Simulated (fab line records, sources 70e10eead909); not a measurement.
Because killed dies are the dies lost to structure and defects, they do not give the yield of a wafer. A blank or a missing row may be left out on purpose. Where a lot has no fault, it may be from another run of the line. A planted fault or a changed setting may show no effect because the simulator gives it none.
Which tool was responsible? / flow nand-harc / 12 lots, 34 wafers sampled, at 5 steps of a route of 1302

WHAT THE GAUGES READ, wafer by wafer
NHARC_END_SORT_01. Usual: killed-at-array 59, standard deviation 24; killed-at-other 0.7, standard deviation 1.2; killed-at-periphery 3.5, standard deviation 2.6; killed-dies 63, standard deviation 24; killed-open 3.2, standard deviation 2.1; killed-short 2.4, standard deviation 1.5.
lot=L480; measured=day 25 06:17; on=prober-01; killed-at-array=78 77 67; killed-at-other=0 1 0; killed-at-periphery=5 4 2; killed-dies=83 82 69; killed-open=4 1 1; killed-short=3 3 2; flag=
lot=L478; measured=day 24 19:58; on=prober-01; killed-at-array=61 77 70; killed-at-other=4 2 3; killed-at-periphery=2 2 2; killed-dies=67 81 75; killed-open=4 3 2; killed-short=3 2 4; flag=
lot=L495; measured=day 32 23:23; on=prober-01; killed-at-array=30 647 663; killed-at-other=1 0 1; killed-at-periphery=5 2 3; killed-dies=36 649 667; killed-open=8 1 4; killed-short=1 2 2; flag=OFF
lot=L499; measured=day 33 07:10; on=prober-01; killed-at-array=15 18 660; killed-at-other=0 0 0; killed-at-periphery=4 1 2; killed-dies=19 19 662; killed-open=0 3 3; killed-short=2 0 2; flag=OFF
lot=L497; measured=day 33 14:14; on=prober-02; killed-at-array=29; killed-at-other=1; killed-at-periphery=3; killed-dies=33; killed-open=1; killed-short=1; flag=

WHICH TOOL RAN EACH LOT (tool, then ch and the chambers of the sampled wafers, then the start)
lot=L479; NHARC_A_SLIT_ETCH_15=rie-diel-10 ch 1,3, day 20 11:56 or earlier; NHARC_A_SLIT_ETCH_26=har-etch-02 ch 0,1, day 20 11:56; NHARC_A_SLIT_ETCH_29=rie-diel-10 ch 0,1,2, day 20 12:49; NHARC_A_WL_FILL_ETCHBACK_16=rie-diel-07 ch 0,2,3, day 21 07:53
lot=L480; NHARC_A_SLIT_ETCH_15=rie-diel-02 ch 0,2,3, day 20 15:37 or earlier; NHARC_A_SLIT_ETCH_26=har-etch-01 ch 0,1, day 20 15:37; NHARC_A_SLIT_ETCH_29=rie-diel-02 ch 0,3, day 20 16:31; NHARC_A_WL_FILL_ETCHBACK_16=rie-diel-08 ch 0,1, day 21 13:06
lot=L478; NHARC_A_SLIT_ETCH_15=rie-diel-12 ch 1,2, day 20 16:08 or earlier; NHARC_A_SLIT_ETCH_26=har-etch-02 ch 0,1, day 20 16:08; NHARC_A_SLIT_ETCH_29=rie-diel-10 ch 1,2, day 20 16:56; NHARC_A_WL_FILL_ETCHBACK_16=rie-diel-07 ch 1,2,3, day 21 13:03
lot=L484; NHARC_A_SLIT_ETCH_15=rie-diel-10 ch 0,3, day 22 10:06 or earlier; NHARC_A_SLIT_ETCH_26=har-etch-01 ch 0,1, day 22 10:06; NHARC_A_SLIT_ETCH_29=rie-diel-02 ch 0,1, day 22 10:59; NHARC_A_WL_FILL_ETCHBACK_16=rie-diel-07 ch 1,2,3, day 23 12:50
lot=L483; NHARC_A_SLIT_ETCH_15=rie-diel-10 ch 1,2,3, day 22 11:59 or earlier; NHARC_A_SLIT_ETCH_26=har-etch-02 ch 0,1, day 22 11:59; NHARC_A_SLIT_ETCH_29=rie-diel-12 ch 1,2, day 22 12:51; NHARC_A_WL_FILL_ETCHBACK_16=rie-diel-07 ch 1,2, day 23 14:55
lot=L485; NHARC_A_SLIT_ETCH_15=rie-diel-12 ch 0,2,3, day 22 13:55 or earlier; NHARC_A_SLIT_ETCH_26=har-etch-01 ch 0,1, day 22 13:55; NHARC_A_SLIT_ETCH_29=rie-diel-02 ch 1,2,3, day 22 14:48; NHARC_A_WL_FILL_ETCHBACK_16=rie-diel-08 ch 1,2,3, day 23 12:46
lot=L488; NHARC_A_SLIT_ETCH_15=rie-diel-02 ch 0,2, day 24 06:36 or earlier; NHARC_A_SLIT_ETCH_26=har-etch-02 ch 0,1, day 24 06:36; NHARC_A_SLIT_ETCH_29=rie-diel-02 ch 0,1,2, day 24 07:29; NHARC_A_WL_FILL_ETCHBACK_16=rie-diel-08 ch 2,3, day 25 00:05
lot=L489; NHARC_A_SLIT_ETCH_15=rie-diel-12 ch 0,1, day 24 17:22 or earlier; NHARC_A_SLIT_ETCH_26=har-etch-01 ch 0,1, day 24 17:22; NHARC_A_SLIT_ETCH_29=rie-diel-02 ch 0,2,3, day 24 18:14; NHARC_A_WL_FILL_ETCHBACK_16=rie-diel-07 ch 0,2, day 25 15:18
lot=L491; NHARC_A_SLIT_ETCH_15=rie-diel-12 ch 0,1, day 25 15:10 or earlier; NHARC_A_SLIT_ETCH_26=har-etch-02 ch 0,1, day 25 15:10; NHARC_A_SLIT_ETCH_29=rie-diel-10 ch 2,3, day 25 16:01; NHARC_A_WL_FILL_ETCHBACK_16=rie-diel-08 ch 0,1,3, day 26 12:40
lot=L495; NHARC_A_SLIT_ETCH_15=rie-diel-10 ch 0,1,3, day 27 15:14 or earlier; NHARC_A_SLIT_ETCH_26=har-etch-02 ch 0,1, day 27 15:14; NHARC_A_SLIT_ETCH_29=rie-diel-10 ch 2,3, day 27 16:07; NHARC_A_WL_FILL_ETCHBACK_16=rie-diel-08 ch 1,2, day 28 13:01
lot=L499; NHARC_A_SLIT_ETCH_15=rie-diel-12 ch 1,2, day 28 07:59 or earlier; NHARC_A_SLIT_ETCH_26=har-etch-02 ch 0,1, day 28 07:59; NHARC_A_SLIT_ETCH_29=rie-diel-02 ch 1,2, day 28 08:53; NHARC_A_WL_FILL_ETCHBACK_16=rie-diel-08 ch 1,3, day 29 03:25
lot=L497; NHARC_A_SLIT_ETCH_15=rie-diel-10 ch 1, day 28 12:26 or earlier; NHARC_A_SLIT_ETCH_26=har-etch-02 ch 1, day 28 12:26; NHARC_A_SLIT_ETCH_29=rie-diel-02 ch 3, day 28 13:20; NHARC_A_WL_FILL_ETCHBACK_16=rie-diel-08 ch 2, day 29 07:18
- NHARC_A_SLIT_ETCH_15: etches the open film in O2/COS, target depth 6200 nm, time 1612 s.
- NHARC_A_SLIT_ETCH_26: etches the open film in C4F8/O2/Ar, time 90 s, target depth 400 nm.
- NHARC_A_SLIT_ETCH_29: etches the open film in CF4/O2, target depth 100 nm, overetch 10 nm, time 55 s.
- NHARC_A_WL_FILL_ETCHBACK_16: etches the open film in C4F8/O2/Ar, target depth 120 nm, time 24 s.

AS READ BY THE TOOLS THEMSELVES (means over the sampled wafers that have a number; for cases with no such wafer, the mark the record gives instead)
NHARC_A_SLIT_ETCH_15. Usual: drypump-motor-current-A 5.8 A, standard deviation 0.55; oes-product-au 1.001 a.u., standard deviation 0.0089; rf-vpp-V 314.2 V, standard deviation 1.9; showerhead-plenum-p-Torr 3.12 Torr, standard deviation 0.12; throttle-valve-pct 28.329 %, standard deviation 0.0088.
lot=L479; tool=rie-diel-10; drypump-motor-current-A (A)=6.4; oes-product-au (a.u.)=1.010; rf-vpp-V (V)=313.5; showerhead-plenum-p-Torr (Torr)=3.10; throttle-valve-pct (%)=28.326; flag=
lot=L480; tool=rie-diel-02; drypump-motor-current-A (A)=5.7; oes-product-au (a.u.)=0.997; rf-vpp-V (V)=312.3; showerhead-plenum-p-Torr (Torr)=3.04; throttle-valve-pct (%)=28.328; flag=
lot=L478; tool=rie-diel-12; drypump-motor-current-A (A)=5.1; oes-product-au (a.u.)=0.999; rf-vpp-V (V)=314.5; showerhead-plenum-p-Torr (Torr)=3.19; throttle-valve-pct (%)=28.328; flag=
lot=L484; tool=rie-diel-10; drypump-motor-current-A (A)=6.4; oes-product-au (a.u.)=0.999; rf-vpp-V (V)=314.4; showerhead-plenum-p-Torr (Torr)=3.19; throttle-valve-pct (%)=28.325; flag=
lot=L483; tool=rie-diel-10; drypump-motor-current-A (A)=6.3; oes-product-au (a.u.)=0.993; rf-vpp-V (V)=314.2; showerhead-plenum-p-Torr (Torr)=3.10; throttle-valve-pct (%)=28.329; flag=
lot=L485; tool=rie-diel-12; drypump-motor-current-A (A)=5.1; oes-product-au (a.u.)=0.999; rf-vpp-V (V)=315.3; showerhead-plenum-p-Torr (Torr)=3.21; throttle-valve-pct (%)=28.327; flag=
lot=L488; tool=rie-diel-02; drypump-motor-current-A (A)=5.7; oes-product-au (a.u.)=1.009; rf-vpp-V (V)=313.8; showerhead-plenum-p-Torr (Torr)=3.13; throttle-valve-pct (%)=28.326; flag=
lot=L489; tool=rie-diel-12; drypump-motor-current-A (A)=5.8; oes-product-au (a.u.)=0.997; rf-vpp-V (V)=316.0; showerhead-plenum-p-Torr (Torr)=3.19; throttle-valve-pct (%)=28.324; flag=
lot=L491; tool=rie-diel-12; drypump-motor-current-A (A)=5.7; oes-product-au (a.u.)=1.001; rf-vpp-V (V)=316.2; showerhead-plenum-p-Torr (Torr)=3.26; throttle-valve-pct (%)=28.328; flag=
lot=L495; tool=rie-diel-10; drypump-motor-current-A (A)=6.5; oes-product-au (a.u.)=1.009; rf-vpp-V (V)=314.8; showerhead-plenum-p-Torr (Torr)=3.13; throttle-valve-pct (%)=28.331; flag=
lot=L499; tool=rie-diel-12; drypump-motor-current-A (A)=5.5; oes-product-au (a.u.)=1.005; rf-vpp-V (V)=314.6; showerhead-plenum-p-Torr (Torr)=3.15; throttle-valve-pct (%)=28.327; flag=
lot=L497; tool=rie-diel-10; drypump-motor-current-A (A)=6.5; oes-product-au (a.u.)=0.999; rf-vpp-V (V)=313.0; showerhead-plenum-p-Torr (Torr)=3.04; throttle-valve-pct (%)=28.328; flag=

NHARC_A_SLIT_ETCH_26. Usual: drypump-motor-current-A 5.4 A, standard deviation 0.43; showerhead-plenum-p-Torr 3.66 Torr, standard deviation 0.047; throttle-valve-pct 27.619 %, standard deviation 0.0095.
lot=L479; tool=har-etch-02; drypump-motor-current-A (A)=5.4; showerhead-plenum-p-Torr (Torr)=3.73; throttle-valve-pct (%)=27.612; flag=
lot=L480; tool=har-etch-01; drypump-motor-current-A (A)=5.6; showerhead-plenum-p-Torr (Torr)=3.64; throttle-valve-pct (%)=27.618; flag=
lot=L478; tool=har-etch-02; drypump-motor-current-A (A)=5.3; showerhead-plenum-p-Torr (Torr)=3.72; throttle-valve-pct (%)=27.622; flag=
lot=L484; tool=har-etch-01; drypump-motor-current-A (A)=5.6; showerhead-plenum-p-Torr (Torr)=3.62; throttle-valve-pct (%)=27.621; flag=
lot=L483; tool=har-etch-02; drypump-motor-current-A (A)=5.4; showerhead-plenum-p-Torr (Torr)=3.71; throttle-valve-pct (%)=27.614; flag=
lot=L485; tool=har-etch-01; drypump-motor-current-A (A)=5.2; showerhead-plenum-p-Torr (Torr)=3.64; throttle-valve-pct (%)=27.614; flag=
lot=L488; tool=har-etch-02; drypump-motor-current-A (A)=5.3; showerhead-plenum-p-Torr (Torr)=3.69; throttle-valve-pct (%)=27.621; flag=
lot=L489; tool=har-etch-01; drypump-motor-current-A (A)=5.2; showerhead-plenum-p-Torr (Torr)=3.63; throttle-valve-pct (%)=27.620; flag=
lot=L491; tool=har-etch-02; drypump-motor-current-A (A)=5.4; showerhead-plenum-p-Torr (Torr)=3.68; throttle-valve-pct (%)=27.620; flag=
lot=L495; tool=har-etch-02; drypump-motor-current-A (A)=5.3; showerhead-plenum-p-Torr (Torr)=3.67; throttle-valve-pct (%)=27.609; flag=
lot=L499; tool=har-etch-02; drypump-motor-current-A (A)=5.4; showerhead-plenum-p-Torr (Torr)=3.66; throttle-valve-pct (%)=27.609; flag=
lot=L497; tool=har-etch-02; drypump-motor-current-A (A)=5.2; showerhead-plenum-p-Torr (Torr)=3.66; throttle-valve-pct (%)=27.628; flag=

NHARC_A_SLIT_ETCH_29. Usual: drypump-motor-current-A 5.9 A, standard deviation 0.49; oes_ar_750_au 0.999 a.u., standard deviation 0.0041; oes-product-au 1.001 a.u., standard deviation 0.0099; rf-vpp-V 197.8 V, standard deviation 1.4; showerhead-plenum-p-Torr 1.33 Torr, standard deviation 0.051; throttle-valve-pct 13.396 %, standard deviation 0.01.
lot=L479; tool=rie-diel-10; drypump-motor-current-A (A)=6.4; oes_ar_750_au (a.u.)=1.002; oes-product-au (a.u.)=0.998; rf-vpp-V (V)=198.4; showerhead-plenum-p-Torr (Torr)=1.32; throttle-valve-pct (%)=13.392; flag=
lot=L480; tool=rie-diel-02; drypump-motor-current-A (A)=5.7; oes_ar_750_au (a.u.)=1.000; oes-product-au (a.u.)=1.011; rf-vpp-V (V)=198.4; showerhead-plenum-p-Torr (Torr)=1.35; throttle-valve-pct (%)=13.395; flag=
lot=L478; tool=rie-diel-10; drypump-motor-current-A (A)=6.4; oes_ar_750_au (a.u.)=1.001; oes-product-au (a.u.)=0.997; rf-vpp-V (V)=196.5; showerhead-plenum-p-Torr (Torr)=1.30; throttle-valve-pct (%)=13.402; flag=
lot=L484; tool=rie-diel-02; drypump-motor-current-A (A)=5.7; oes_ar_750_au (a.u.)=1.001; oes-product-au (a.u.)=1.012; rf-vpp-V (V)=197.9; showerhead-plenum-p-Torr (Torr)=1.36; throttle-valve-pct (%)=13.393; flag=
lot=L483; tool=rie-diel-12; drypump-motor-current-A (A)=5.5; oes_ar_750_au (a.u.)=0.998; oes-product-au (a.u.)=0.999; rf-vpp-V (V)=199.0; showerhead-plenum-p-Torr (Torr)=1.35; throttle-valve-pct (%)=13.380; flag=
lot=L485; tool=rie-diel-02; drypump-motor-current-A (A)=5.7; oes_ar_750_au (a.u.)=0.999; oes-product-au (a.u.)=1.000; rf-vpp-V (V)=196.4; showerhead-plenum-p-Torr (Torr)=1.27; throttle-valve-pct (%)=13.394; flag=
lot=L488; tool=rie-diel-02; drypump-motor-current-A (A)=5.7; oes_ar_750_au (a.u.)=1.003; oes-product-au (a.u.)=0.992; rf-vpp-V (V)=197.8; showerhead-plenum-p-Torr (Torr)=1.31; throttle-valve-pct (%)=13.396; flag=
lot=L489; tool=rie-diel-02; drypump-motor-current-A (A)=5.7; oes_ar_750_au (a.u.)=0.995; oes-product-au (a.u.)=0.997; rf-vpp-V (V)=196.6; showerhead-plenum-p-Torr (Torr)=1.30; throttle-valve-pct (%)=13.405; flag=
lot=L491; tool=rie-diel-10; drypump-motor-current-A (A)=6.1; oes_ar_750_au (a.u.)=0.996; oes-product-au (a.u.)=1.000; rf-vpp-V (V)=196.8; showerhead-plenum-p-Torr (Torr)=1.33; throttle-valve-pct (%)=13.393; flag=
lot=L495; tool=rie-diel-10; drypump-motor-current-A (A)=6.1; oes_ar_750_au (a.u.)=1.000; oes-product-au (a.u.)=0.990; rf-vpp-V (V)=198.4; showerhead-plenum-p-Torr (Torr)=1.33; throttle-valve-pct (%)=13.399; flag=
lot=L499; tool=rie-diel-02; drypump-motor-current-A (A)=5.8; oes_ar_750_au (a.u.)=1.002; oes-product-au (a.u.)=0.996; rf-vpp-V (V)=195.5; showerhead-plenum-p-Torr (Torr)=1.26; throttle-valve-pct (%)=13.389; flag=
lot=L497; tool=rie-diel-02; drypump-motor-current-A (A)=5.7; oes_ar_750_au (a.u.)=1.000; oes-product-au (a.u.)=1.008; rf-vpp-V (V)=196.2; showerhead-plenum-p-Torr (Torr)=1.26; throttle-valve-pct (%)=13.404; flag=

NHARC_A_WL_FILL_ETCHBACK_16. Usual: oes-product-au 0.976 a.u., standard deviation 0.028; rf-vpp-V 723 V, standard deviation 4.5; run-length-s 45.4 s, standard deviation 0.53.
lot=L479; tool=rie-diel-07; oes-product-au (a.u.)=0.999; rf-vpp-V (V)=719; run-length-s (s)=45.7; flag=
lot=L480; tool=rie-diel-08; oes-product-au (a.u.)=0.989; rf-vpp-V (V)=724; run-length-s (s)=45.0; flag=
lot=L478; tool=rie-diel-07; oes-product-au (a.u.)=0.995; rf-vpp-V (V)=723; run-length-s (s)=45.4; flag=
lot=L484; tool=rie-diel-07; oes-product-au (a.u.)=0.997; rf-vpp-V (V)=723; run-length-s (s)=45.4; flag=
lot=L483; tool=rie-diel-07; oes-product-au (a.u.)=0.992; rf-vpp-V (V)=723; run-length-s (s)=45.5; flag=
lot=L485; tool=rie-diel-08; oes-product-au (a.u.)=0.927; rf-vpp-V (V)=725; run-length-s (s)=45.5; flag=
lot=L488; tool=rie-diel-08; oes-product-au (a.u.)=0.999; rf-vpp-V (V)=723; run-length-s (s)=45.5; flag=
lot=L489; tool=rie-diel-07; oes-product-au (a.u.)=0.986; rf-vpp-V (V)=720; run-length-s (s)=45.9; flag=
lot=L491; tool=rie-diel-08; oes-product-au (a.u.)=0.950; rf-vpp-V (V)=721; run-length-s (s)=44.9; flag=
lot=L495; tool=rie-diel-08; oes-product-au (a.u.)=0.991; rf-vpp-V (V)=728; run-length-s (s)=36.2; flag=OFF
lot=L499; tool=rie-diel-08; oes-product-au (a.u.)=0.991; rf-vpp-V (V)=724; run-length-s (s)=40.1; flag=OFF
lot=L497; tool=rie-diel-08; oes-product-au (a.u.)=0.961; rf-vpp-V (V)=728; run-length-s (s)=45.9; flag=

THE ANSWER, worked out from the rows above alone
Rule: a lot is off if the mean of its wafers that have a number lies more than 3 standard deviations from the usual mean. A lot without any number at a reading at which 4 lots or more have one is off too. Where the step has rows for the other lots, those lots are counted as sound. The gauges are gone through in route order, then the tools' own readings, and for those a lot's mean is taken as printed above. The first step at which some lot is off is used, and at that step the reading that is off furthest; a lot without a number counts as furthest.
Off at NHARC_END_SORT_01 (killed-at-array): L495, L499. Neither off nor sound, because the step has no rows for them: L479, L484, L483, L485, L488, L489, L491.
If a tool, at a process step before that reading, ran all the lots that are off and no sound lot after the first of them, it fits. Not tried: the gauges at NHARC_END_SORT_01; whatever is off there is also off at NHARC_A_WL_FILL_ETCHBACK_16, on other tools, and gauge error can't account for it. Because NHARC_A_SLIT_ETCH_15 lacks a start for some lots, the hours and order of its lots are taken from NHARC_A_SLIT_ETCH_26. No candidate that was tried fits.

WHAT THE SIMULATOR HAD PUT IN
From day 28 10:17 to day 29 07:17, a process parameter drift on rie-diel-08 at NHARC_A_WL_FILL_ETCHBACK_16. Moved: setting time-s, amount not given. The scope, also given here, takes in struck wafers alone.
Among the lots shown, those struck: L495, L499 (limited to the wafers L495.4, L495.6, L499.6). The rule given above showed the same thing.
